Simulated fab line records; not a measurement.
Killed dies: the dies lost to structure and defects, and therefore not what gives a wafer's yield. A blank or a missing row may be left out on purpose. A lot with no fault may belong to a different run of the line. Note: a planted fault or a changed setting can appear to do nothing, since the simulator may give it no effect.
Chamber matching + flow nand harc + NHARC_P_GATE_STRIP_67 on wet bench-02 has 8 sister chambers
The step strips in SPM, time 600 s. 8 wafers are shown with their chamber, then 7 later ones without.

WAFERS, EACH WITH ITS CHAMBER
| wafer  | chamber | bath guard temp C (C) |
|--------|---------|-----------------------|
| L285.4 | 6       | 129.6                 |
| L285.5 | 7       | 129.2                 |
| L286.6 | 4       | 130.2                 |
| L288.6 | 1       | 130.9                 |
| L299.2 | 2       | 131.1                 |
| L299.3 | 5       | 130.1                 |
| L301.1 | 0       | 129.9                 |
| L301.3 | 3       | 130.1                 |

WAFERS WITH NO CHAMBER GIVEN
| wafer  | bath guard temp C (C) |
|--------|-----------------------|
| L301.6 | 131.2                 |
| L305.1 | 130.4                 |
| L305.3 | 130.0                 |
| L305.5 | 130.9                 |
| L307.1 | 131.0                 |
| L307.4 | 130.1                 |
| L307.5 | 129.9                 |

WHICH CHAMBER EACH ONE RAN IN
| wafer  | from the rows above               | in truth |
|--------|-----------------------------------|----------|
| L301.6 | can't be placed: 2 or 1           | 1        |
| L305.1 | can't be placed: 4 or 3 or 5      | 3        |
| L305.3 | can't be placed: 0 or 3 or 5 or 4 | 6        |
| L305.5 | can't be placed: 1 or 2           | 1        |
| L307.1 | can't be placed: 1 or 2           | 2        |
| L307.4 | can't be placed: 3 or 5 or 4 or 0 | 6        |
| L307.5 | can't be placed: 0 or 3 or 5      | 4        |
Correct placement for 0 of the 7. Can't be placed from these rows: 7 (the true chamber is among the candidates in 4). Number placed wrongly: 0.
How it was worked out, from the rows above alone: a wafer's distance from a chamber is the root of the sum, over the readings, of the square of ((its reading less the chamber's mean) divided by the reading's scatter). If the next closest chamber is less than 2 further off than the closest, the wafer can't be placed; otherwise it belongs to the closest. The mean given for a chamber averages the wafers shown for that chamber. The scatter: root of mean squared gap, hidden wafer to nearest shown wafer, with one shown wafer a chamber.
